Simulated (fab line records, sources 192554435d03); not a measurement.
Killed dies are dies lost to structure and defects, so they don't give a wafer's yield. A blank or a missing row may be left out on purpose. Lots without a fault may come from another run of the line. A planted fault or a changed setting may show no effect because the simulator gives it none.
A struck lot beside a sound one | flow n5_finfet | 16 steps out of a route of 1938
Sound: wafers L790.2, L790.4, L790.5. Struck: wafers L809.2, L809.3, L809.5. The cause comes at the end.
At each step with rows: each side's tool, then ch and its chambers, then its first start. Under that, the readings that differ: sound wafers | struck wafers | difference of the means | sigmas: that difference in standard deviations of wafers without a fault.
alike: readings whose means differ by less than 2 such deviations, and words and numbers that are the same on both sides. not compared: withheld readings, readings that some wafer has no value for, bounds like >300 that may hide the same value, and numbers for which the record gives no deviation and whose values overlap.
The two part at a step that has a row with sigmas, a row that says differs or no value, or rows on one side only. Numbers that don't overlap but have no deviation are shown without sigmas and don't part them. A reading that every wafer of one side lacks parts them only if that side has two wafers or more.

first, 9 steps without rows for these wafers: N5_MOL_CONTACT_COAG_DEVELOP_39 (develop time 30 s); N5_MOL_CONTACT_COAG_DESCUM_45 (chemistry O2, time 7 s); N5_MOL_CONTACT_COAG_ETCH_65 (etches underlayer in N2/H2, target depth 13 nm, time 10.4 s); N5_MOL_CONTACT_COAG_ETCH_66 (etches SiARC in CF4, target depth 13 nm, time 21.7 s); N5_MOL_CONTACT_COAG_ALD_133 (deposits SiO2, target thk 5 nm, pulse time 1 s, co reactant pulse time 1 s); N5_MOL_CONTACT_COAG_ETCHBACK_134 (etches SiO2 in CHF3, target depth 10 nm, time 6.7 s); N5_MOL_CONTACT_COAG_ETCH_67 (etches SOC in N2/H2, target depth 60 nm, overetch 21 nm, time 101.2 s); N5_MOL_CONTACT_COAG_STRIP_68 (strips in N2/H2); N5_MOL_CONTACT_COAG_STRIP_69 (strips in N2/H2).
N5_MOL_CONTACT_COAG_ETCHBACK_136: etches SiO2 in CHF3, target depth 25 nm, time 16.7 s.
  sound on rie_diel-03 ch 1,2, day 5 11:18; struck on rie_diel-03 ch 0,1, day 10 04:51
  no value came back on the struck wafers for any of 7 readings (CHF3_flow_sccm (sccm), bias_w (W) and others); on the sound wafers CHF3_flow_sccm (sccm) reads 49.83 49.74 49.88
  reading                                             | sound          | struck       | difference | sigmas
  model.SiARC_of_MOL_CONTACT_COAG_COAT_63.thk_nm (nm) | 0 0 0          | 5.8 5.8 5.8  | +5.8       |
  model.SOC_of_MOL_CONTACT_COAG_COAT_62.thk_nm (nm)   | 57.4 57.6 57.4 | 60 60.2 60.2 | +3         |
  not compared: rf_hours_counter_h
then, 1 step without rows for these wafers: N5_MOL_CONTACT_COAG_STRIP_120 (strips in CHF3).
N5_MOL_CONTACT_COAG_VIA_ETCH_117: etches SiO2 in C4F6/O2, target depth 40 nm, overetch 8 nm, time 26 s.
  sound on rie_diel-03 ch 1,2, day 5 11:21; struck on rie_diel-03 ch 0,1, day 10 04:53
  reading                                      | sound             | struck           | difference | sigmas
  model.MOL_CONTACT_COAG.feature_depth_nm (nm) | 39.6 40 39.8      | 44 44.8 44.8     | +5         |
  model.etch.depth_nm (nm)                     | 39.66 39.95 39.85 | 43.72 44.5 44.61 | +4.46      |
  alike: drypump_motor_current_A, oes_product_au, rf_vpp_V, showerhead_plenum_p_Torr, throttle_valve_pct
  not compared: rf_hours_counter_h
then, 1 step without rows for these wafers: N5_MOL_CONTACT_COAG_ETCH_124 (etches SiNx in CH3F/O2, stops on SiOC, target depth 6.5 nm).
N5_MOL_CONTACT_COAG_ETCH_48: etches SiOC in C4F6/O2, target depth 15 nm, overetch 4.5 nm, time 17 s.
  sound on rie_diel-03 ch 1,2, day 5 11:28; struck on rie_diel-03 ch 0,1, day 10 04:57
  reading                                           | sound          | struck         | difference | sigmas
  model.SOC_of_MOL_CONTACT_COAG_COAT_62.thk_nm (nm) | 45.8 45.8 45.8 | 48.8 48.6 48.6 | +2.9       |
  alike: drypump_motor_current_A, oes_product_au, rf_vpp_V, showerhead_plenum_p_Torr, throttle_valve_pct
  not compared: rf_hours_counter_h
then, 1 step without rows for these wafers: N5_MOL_CONTACT_COAG_STRIP_72 (strips in N2/H2).
-- the record jumps here: 8 days lie between the struck wafers' starts before and after (it left off in module MOL_CONTACT_COAG and takes up again in module PASSIVATION, whose first step shown is number 1936 of the route) --
N5_PASSIVATION_PROBE_49:
  sound on prober-02, day 12 02:34; struck on prober-01, day 18 02:28
  alike: killed_at_M0_to_M3, killed_at_M4_up, killed_at_contacts, killed_at_front_end, killed_at_other, killed_dies, killed_on_rim, killed_open, killed_short

WHERE THEY PART
Only at N5_MOL_CONTACT_COAG_ETCHBACK_136, within this record. Later steps at which nothing parts them and some readings are alike: N5_MOL_CONTACT_COAG_VIA_ETCH_117, N5_MOL_CONTACT_COAG_ETCH_48, N5_PASSIVATION_PROBE_49.

WHY: what the simulator had put in
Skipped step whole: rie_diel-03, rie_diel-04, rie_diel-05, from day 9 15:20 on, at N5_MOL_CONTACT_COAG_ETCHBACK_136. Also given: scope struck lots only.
